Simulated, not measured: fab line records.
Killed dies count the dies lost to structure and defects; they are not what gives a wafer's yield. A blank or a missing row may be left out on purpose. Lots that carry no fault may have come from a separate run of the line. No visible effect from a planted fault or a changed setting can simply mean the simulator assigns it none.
Which tool was responsible? | flow n5_finfet | Sampling: 10 lots, 30 wafers, 5 of 1938 route steps

## WHAT THE GAUGES READ, wafer by wafer
N5_START_INSPECT_01: inspects for defects (unpatterned scan).
lot  | measured    | on                | raw_defect_count
L296 | day 1 18:02 | defect_inspect-01 | 6 8 6
L298 | day 2 06:02 | defect_inspect-01 | 3 5 8
L299 | day 2 12:02 | defect_inspect-01 | 3 4 6
L300 | day 2 18:02 | defect_inspect-02 | 2 5 6
L304 | day 3 18:02 | defect_inspect-02 | 6 6 3
L305 | day 4 00:02 | defect_inspect-02 | 6 5 7
L306 | day 4 06:02 | defect_inspect-02 | 5 4 4
L307 | day 4 12:02 | defect_inspect-01 | 6 5 5
L311 | day 5 12:02 | defect_inspect-01 | 6 8 7
L316 | day 6 18:02 | defect_inspect-02 | 10 7 6

N5_WELL_APT_CD_MEAS_25: the cd target is 200 nm.
lot  | measured    | on        | cd_nm (nm)
L296 | day 1 20:46 | cd_sem-01 | 199.6 197.2 196.2
L298 | day 2 08:59 | cd_sem-01 | 200.2 200.2 199.4
L299 | day 2 14:59 | cd_sem-01 | 199.9 202.8 202.1
L300 | day 2 21:37 | cd_sem-02 | 201.5 203.1 199.8
L304 | day 3 21:00 | cd_sem-01 | 198.7 199.6 200.9
L305 | day 4 02:58 | cd_sem-01 | 204.0 205.4 203.4
L306 | day 4 08:49 | cd_sem-01 | 201.5 201.0 200.7
L307 | day 4 14:58 | cd_sem-02 | 204.2 201.8 201.3
L311 | day 5 14:59 | cd_sem-02 | 202.9 200.9 200.5
L316 | day 6 21:02 | cd_sem-02 | 204.0 202.0 198.6

N5_BEOL_M4_RC_MEAS_101.
lot  | measured     | on        | DIBL_N (mV/V)  | DIBL_P (mV/V)  | IOFF_N (nA/um) | IOFF_P (nA/um) | ION_N (uA/um) | ION_P (uA/um) | SS_N (mV/dec)  | SS_P (mV/dec)  | VT_N (mV)   | VT_P (mV)
L296 | day 8 20:34  | prober-02 | 38.5 38.2 37.8 | 39.0 39.0 37.4 | 0.19 0.21 0.19 | 0.25 0.24 0.22 | 671 675 667   | 461 460 457   | 71.5 71.9 72.0 | 73.3 74.6 73.4 | 250 245 250 | -250 -250 -249
L298 | day 9 19:53  | prober-02 | 38.2 35.4 36.1 | 38.0 34.7 35.7 | 0.18 0.13 0.15 | 0.24 0.20 0.21 | 671 674 661   | 462 470 462   | 72.3 71.2 71.0 | 73.9 72.7 72.8 | 249 253 250 | -246 -248 -251
L299 | day 9 22:57  | prober-02 | 34.1 36.1 33.6 | 34.9 36.7 34.7 | 0.11 0.13 0.11 | 0.15 0.18 0.15 | 642 654 647   | 447 443 446   | 71.1 71.3 70.5 | 73.3 72.7 72.5 | 257 257 256 | -253 -252 -255
L300 | day 9 12:34  | prober-01 | 37.7 34.6 35.9 | 38.4 34.7 35.1 | 0.17 0.13 0.14 | 0.21 0.16 0.17 | 670 671 655   | 455 456 447   | 72.2 71.1 71.1 | 73.5 72.0 73.6 | 251 252 252 | -253 -255 -254
L304 | day 10 21:43 | prober-01 | 35.9 35.4 37.8 | 35.8 35.3 37.6 | 0.17 0.15 0.20 | 0.25 0.24 0.28 | 683 667 672   | 478 470 474   | 71.0 72.1 71.9 | 72.7 72.2 73.1 | 246 250 245 | -244 -244 -243
L305 | day 10 23:26 | prober-01 | 36.1 34.9 35.9 | 37.0 35.6 35.9 | 0.14 0.12 0.13 | 0.20 0.18 0.19 | 658 649 659   | 454 449 455   | 70.6 71.2 71.2 | 73.7 73.3 73.3 | 254 256 251 | -250 -251 -254
L306 | day 10 21:02 | prober-02 | 37.4 36.3 37.2 | 38.0 37.2 36.4 | 0.18 0.16 0.16 | 0.23 0.23 0.21 | 675 687 689   | 458 471 469   | 71.5 71.8 71.9 | 74.1 73.4 73.1 | 248 249 248 | -251 -250 -250
L307 | day 11 22:43 | prober-01 | 36.3 31.7 38.1 | 38.5 31.5 39.8 | 0.17 0.10 0.20 | 0.25 0.15 0.27 | 680 651 668   | 467 457 463   | 71.7 69.3 72.6 | 74.2 72.0 74.4 | 246 256 248 | -247 -251 -248
L311 | day 12 08:33 | prober-02 | 34.4 36.2 34.7 | 35.6 37.1 35.4 | 0.13 0.15 0.13 | 0.18 0.22 0.18 | 669 677 654   | 461 474 457   | 69.5 71.6 71.0 | 72.7 73.1 73.0 | 251 249 251 | -253 -247 -251
L316 | day 13 14:30 | prober-02 | 38.1 39.6 37.0 | 36.4 38.4 35.7 | 0.17 0.20 0.15 | 0.25 0.29 0.23 | 687 671 683   | 471 462 470   | 71.4 72.5 70.7 | 73.9 73.2 73.3 | 247 250 249 | -248 -247 -248

## WHICH TOOL RAN EACH LOT (tool, then ch and the chambers of the sampled wafers, then the start)
lot  | N5_WELL_APT_IMPLANT_15         | N5_PMOS_HMC_CHANNEL_EPI_ETCH_38
L296 | implanter-01 ch 0, day 1 20:02 | rie_si-06 ch 0,1,2, day 1 23:28
L298 | implanter-01 ch 0, day 2 08:04 | rie_si-06 ch 1,2,3, day 2 11:34
L299 | implanter-02 ch 0, day 2 14:15 | rie_si-06 ch 2,3, day 2 17:33
L300 | implanter-01 ch 0, day 2 20:51 | rie_si-06 ch 2,3, day 3 00:32
L304 | implanter-01 ch 0, day 3 20:07 | rie_si-04 ch 0,1,2, day 4 00:00
L305 | implanter-02 ch 0, day 4 02:12 | rie_si-04 ch 1,3, day 4 05:39
L306 | implanter-01 ch 0, day 4 08:03 | rie_si-04 ch 0,1, day 4 11:35
L307 | implanter-01 ch 0, day 4 14:09 | rie_si-01 ch 1,2, day 4 17:41
L311 | implanter-02 ch 0, day 5 13:58 | rie_si-04 ch 0,1,3, day 5 18:07
L316 | implanter-02 ch 0, day 6 20:19 | rie_si-06 ch 1,2,3, day 7 00:02
- N5_WELL_APT_IMPLANT_15
- N5_PMOS_HMC_CHANNEL_EPI_ETCH_38: etches SiO2 in CF4, target depth 1.5 nm.

## WHAT THE TOOLS THEMSELVES READ (means of the sampled wafers that have a number; where no wafer has one, the mark that the record gives instead)
N5_WELL_APT_IMPLANT_15.
lot  | tool         | dose_ions_cm2 | faraday_current_uA | rotation_deg (degrees)
L296 | implanter-01 | 1.4996e+13    | 193                | 0.011
L298 | implanter-01 | 1.4978e+13    | 194                | 0.023
L299 | implanter-02 | 1.4986e+13    | 190                | 0.006
L300 | implanter-01 | 1.5001e+13    | 189                | 0.026
L304 | implanter-01 | 1.7408e+13    | 218                | 0.008
L305 | implanter-02 | 1.5012e+13    | 189                | -0.013
L306 | implanter-01 | 1.7370e+13    | 219                | 0.022
L307 | implanter-01 | 1.7375e+13    | 220                | -0.003
L311 | implanter-02 | 1.4983e+13    | 190                | 0.003
L316 | implanter-02 | 1.4992e+13    | 192                | 0.011

N5_PMOS_HMC_CHANNEL_EPI_ETCH_38.
lot  | tool      | drypump_motor_current_A (A) | oes_product_au (a.u.) | throttle_valve_pct (%)
L296 | rie_si-06 | 5.5                         | 0.983                 | 21.82
L298 | rie_si-06 | 5.3                         | 0.973                 | 21.81
L299 | rie_si-06 | 5.0                         | 0.975                 | 21.79
L300 | rie_si-06 | 5.0                         | 0.972                 | 21.79
L304 | rie_si-04 | 5.8                         | 0.989                 | 21.70
L305 | rie_si-04 | 6.3                         | 1.012                 | 21.54
L306 | rie_si-04 | 6.0                         | 1.016                 | 21.73
L307 | rie_si-01 | 5.6                         | 1.011                 | 21.46
L311 | rie_si-04 | 6.2                         | 1.018                 | 21.72
L316 | rie_si-06 | 5.3                         | 0.975                 | 21.81

## THE ANSWER, worked out from the rows above alone
Rule: the lots themselves supply what counts as usual. The widest of any qualifying gaps counts: lots, ordered by their means at a reading, are off when they make up no more than a third of the lots, leave a main group of 4 or more, and stand apart from it by 3 or more times the standard deviation of that group's means. If all means in a main group match to the digits the tables above print for the reading, that group is not used. A lot without any number at a reading at which 4 lots or more have one is off too. All remaining lots with rows at the step are treated as sound. First the gauges in route order, then the tools' own readings, where a lot's mean is used as printed above. The first step at which some lot is off is used, and at that step the reading that is off furthest; a lot without a number counts as furthest.
Off: L304, L306, L307 (N5_WELL_APT_IMPLANT_15, dose_ions_cm2). Main group: mean 1.4993e+13, sd 1.1e+10.
If a tool, at that step or one of the process steps before it, ran each lot that is off and ran no sound lot following the first of them, it fits. One fits: N5_WELL_APT_IMPLANT_15 on implanter-01. A fault onset in the window from L300 (day 2 20:51, its last sound lot) to L304 (day 3 20:07, its first lot off) fits.
The tool's own readings at N5_WELL_APT_IMPLANT_15 bear it out: on the lots that are off they differ by more than 5 times the standard deviation of the sound lots' means. dose_ions_cm2 reads 1.7384e+13 there against 1.4993e+13 on the sound lots; faraday_current_uA reads 219 there against 191 on the sound lots.

## WHAT THE SIMULATOR PUT IN
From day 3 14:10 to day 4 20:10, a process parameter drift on implanter-01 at N5_WELL_APT_IMPLANT_15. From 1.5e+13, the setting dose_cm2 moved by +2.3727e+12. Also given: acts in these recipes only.
Shown lots that were struck: L304, L306, L307. The rule above reached the same finding.
